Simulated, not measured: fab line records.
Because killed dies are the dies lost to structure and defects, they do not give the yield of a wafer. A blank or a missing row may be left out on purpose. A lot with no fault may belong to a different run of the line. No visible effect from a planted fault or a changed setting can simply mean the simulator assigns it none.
Comparing a struck lot with a sound one	flow n5-finfet	31 out of 1938 route steps
Sound: these wafers, L701.2, L701.3, L701.4. Struck: wafer L691.5. (L691.6 of the same lot was not struck and is left out.) The cause comes at the end.
For every step that has rows: the tool of each side, followed by ch and its chambers, followed by its first start. Under that, the readings that differ: sound wafers	struck wafers	difference of the means	sigmas: that difference in standard deviations of wafers without a fault.
alike: words and numbers the same on both sides, and readings whose means are apart by under 2 such deviations; not compared: readings that were withheld, readings missing a value for some wafer, numbers with overlapping values and no deviation given by the record, and bounds like >300 which may hide the same value.
Wherever a step has rows on one side only, a row that says differs or no value, or a row with sigmas, the two part there. Numbers that have no deviation but don't overlap get no sigmas and don't part them. A reading missing from all wafers of one side parts the sides only when that side holds two or more wafers.

first, 9 steps without rows for these wafers: N5_BEOL_M6_DESCUM_33 (chemistry O2, time 7 s); N5_BEOL_M6_ETCH_72 (etches underlayer in N2/H2, target depth 6.5 nm, time 5.2 s); N5_BEOL_M6_ETCH_65 (etches SiARC in CF4, target depth 15.6 nm, time 26 s); N5_BEOL_M6_ETCH_66 (etches SOC in N2/H2, target depth 80 nm, overetch 16 nm, time 120 s); N5_BEOL_M6_STRIP_69 (strips in N2/H2); N5_BEOL_M6_STRIP_73 (strips in N2/H2); N5_BEOL_M6_VIA_ETCH_34 (etches SiCOH lowk in C4F6/O2, target depth 126.3 nm, time 50.9 s); N5_BEOL_M6_STRIP_76 (strips in C4F6/O2); N5_BEOL_M6_STRIP_36 (strips in N2/H2).
N5_BEOL_M6_TRENCH_ETCH_37: etches SiCOH lowk in C4F6/O2, target depth 94.435 nm, time 31.5 s.
  sound on rie-diel-04 ch 0,1,2, day 15 20:46; struck on rie-diel-04 ch 2, day 13 06:19
reading	sound	struck	difference	sigmas
run-length-s (s)	54.1 54.5 55.5	53.3	-1.4	-3
model.BEOL_M6.feature-depth-nm (nm)	95.4 92.8 97.4	89.2	-6.0	
model.etch.depth-nm (nm)	95.35 92.79 97.36	89.23	-5.94	
  alike: drypump-motor-current-A, oes_ar_750_au, oes-product-au, rf-vpp-V, showerhead-plenum-p-Torr, throttle-valve-pct
  not compared: rf-hours-counter-h
then, 2 steps without rows for these wafers: N5_BEOL_M6_ETCH_41 (etches SiCN in CH3F/O2, target depth 29.7 nm, time 52 s); N5_BEOL_M6_STRIP_80 (strips in N2/H2, time 10 s).
N5_BEOL_M6_OCD_MEAS_38:
  sound on ocd-02 at day 15 20:56; struck on ocd-02 at day 13 06:28
reading	sound	struck	difference	sigmas
trench-depth-nm (nm)	95.0 92.5 98.3	88.9	-6.4	-4
then, 13 steps without rows for these wafers: N5_BEOL_M6_HM_STRIP_39 (strips TiN in peroxide tin strip, target depth 25 nm, time 158 s); N5_BEOL_M6_SRD_40 (time 30 s); N5_BEOL_M6_PRECLEAN_42 (cleans in residue remover, time 60 s); N5_BEOL_M6_SRD_43 (time 30 s); N5_BEOL_M6_CURE_75 (cures SiCOH lowk, time 120 s); N5_BEOL_M6_DEGAS_44 (time 60 s); N5_BEOL_M6_PRE_CLEAN_45 (time 30 s); N5_BEOL_M6_ALD_77 (deposits TaN, target thk 2 nm, pulse time 2 s, purge time 3 s); N5_BEOL_M6_SURFACE_TREAT_79; N5_BEOL_M6_CVD_78 (deposits Co from CCTBA/H2, target thk 2 nm, time 142.3 s); N5_BEOL_M6_SPUTTER_48 (material Cu, target thk 10 nm, time 1.667 s); N5_BEOL_M6_ECD_50 (material Cu, target thk 300 nm); N5_BEOL_M6_ANNEAL_51 (time 90 s).
N5_BEOL_M6_CMP_52: polishes, stops on SiCOH lowk, t overpolish 6.9 s, target thk 80 nm.
  sound on cmp-03 ch 0,1,2, day 16 00:13; struck on cmp-01 ch 0, day 13 10:08
reading	sound	struck	difference	sigmas
slurry-filter-dp-kPa (kPa)	13.48 13.40 13.42	13.76	+0.33	+2
model.Cu_of_BEOL_M6_ECD_50.thk-nm (nm)	82.8 78.4 85.6	75.2	-7.1	
  alike: barrier-field-endpoint-s, motor-current-A, overpolish-run-s, time-to-endpoint-s
then, 2 steps without rows for these wafers: N5_BEOL_M6_PRE_CLEAN_55 (time 15 s); N5_BEOL_M6_DEP_56 (deposits SiCN from 3MS/NH3, target thk 10 nm, time 17.5 s).
N5_BEOL_M6_RS_MEAS_57: a four-point-probe measurement.
  sound on film-metro-02 at day 16 00:38; struck on film-metro-02 at day 13 10:25
reading	sound	struck	difference	sigmas
M6_RS (ohm/sq)	0.274 0.293 0.264	0.307	+0.030	+4
after that, 1 step had no rows for these wafers: N5_PASSIVATION_PROBE_49.

## WHERE THEY PART
Earliest at N5_BEOL_M6_TRENCH_ETCH_37; latest, in this record, at N5_BEOL_M6_RS_MEAS_57.

WHY: whatever the simulator had introduced
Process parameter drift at N5_BEOL_M6_TRENCH_ETCH_37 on rie-diel-04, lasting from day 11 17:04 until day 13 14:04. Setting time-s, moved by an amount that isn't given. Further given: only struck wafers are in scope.
